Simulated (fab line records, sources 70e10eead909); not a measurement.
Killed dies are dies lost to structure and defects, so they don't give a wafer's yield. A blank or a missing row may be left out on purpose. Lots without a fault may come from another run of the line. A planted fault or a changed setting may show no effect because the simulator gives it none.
Chamber matching | flow nand_harc | NHARC_P_M2_PRE_CLEAN_32 on pecvd-01: 3 sister chambers
The step time 12 s. 3 wafers are shown with their chamber, then 8 later ones without.

WAFERS WITH THEIR CHAMBER
wafer  | chamber | heater_power_w (W)
L086.1 | 2       | 679
L086.4 | 1       | 673
L089.1 | 0       | 607

WAFERS WITHOUT THEIR CHAMBER
wafer  | heater_power_w (W)
L089.4 | 606
L089.6 | 623
L090.1 | 621
L090.4 | 564
L090.5 | 619
L094.1 | 613
L094.4 | 613
L094.5 | 625

WHICH CHAMBER EACH WENT THROUGH
wafer  | from the rows above          | in truth
L089.4 | 0                            | 0
L089.6 | can't be placed: 0 or 1      | 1
L090.1 | 0                            | 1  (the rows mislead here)
L090.4 | 0                            | 0
L090.5 | 0                            | 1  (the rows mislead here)
L094.1 | 0                            | 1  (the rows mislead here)
L094.4 | 0                            | 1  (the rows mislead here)
L094.5 | can't be placed: 0 or 1 or 2 | 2
Placed correctly: 2 of 8. Can't be placed from these rows: 2 (the true chamber is among the candidates in 2). Placed wrongly: 4.
How it was worked out, from the rows above alone: a wafer's distance from a chamber is the root of the sum, over the readings, of the square of ((its reading less the chamber's mean) divided by the reading's scatter). The wafer belongs to the nearest chamber; if the next one is less than 2 further off, it can't be placed. A chamber's mean is the mean of its shown wafers. The scatter: with one shown wafer a chamber, the root of the mean of the squares of how far each hidden wafer lies from its nearest shown one.
